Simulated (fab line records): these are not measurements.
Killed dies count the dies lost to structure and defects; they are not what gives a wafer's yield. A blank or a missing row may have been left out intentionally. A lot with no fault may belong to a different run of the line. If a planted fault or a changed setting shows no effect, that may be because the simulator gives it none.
Chamber matching ; flow n5 finfet ; N5_GATE_CUT_STRIP_59 on rie diel-05 has 4 sister chambers
The step strips in N2/H2, time 20 s. 8 wafers are shown with their chamber, then 9 later ones without.

WAFERS WITH THEIR CHAMBER
wafer;chamber;showerhead plenum p Torr (Torr);drypump motor current A (A)
L083.6;0;3.31;6.3
L085.2;1;3.57;5.4
L085.5;0;3.31;6.3
L085.6;1;3.57;5.3
L087.5;3;3.34;5.3
L091.3;2;3.56;5.5
L091.4;3;3.33;5.4
L091.6;2;3.56;5.5

WAFERS MISSING THEIR CHAMBER
wafer;showerhead plenum p Torr (Torr);drypump motor current A (A)
L094.1;3.57;5.4
L094.2;3.30;6.3
L094.3;3.33;5.3
L095.1;3.55;5.4
L095.2;3.56;5.3
L095.3;3.30;6.4
L096.1;3.33;5.4
L096.3;3.30;6.3
L096.4;3.56;5.3

WHICH CHAMBER EACH WENT THROUGH
wafer;from the rows above;in truth
L094.1;1;1
L094.2;0;0
L094.3;3;3
L095.1;2;2
L095.2;can't be placed: 1 or 2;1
L095.3;0;0
L096.1;3;3
L096.3;0;0
L096.4;can't be placed: 1 or 2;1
Correct placement for 7 of the 9. These rows do not allow placing 2 (true chamber among the candidates in 2). Wrongly placed: 0.
How it was worked out, from the rows above alone: a wafer's distance from a chamber is the root of the sum, over the readings, of the square of ((its reading less the chamber's mean) divided by the reading's scatter). The wafer belongs to the nearest chamber; if the next one is less than 2 further off, it can't be placed. Each chamber's mean is taken over the wafers shown for it. How the scatter is found: for the shown wafers, subtract from each reading the mean of its chamber, square and add these, divide the total by (wafers less chambers), then take the root.
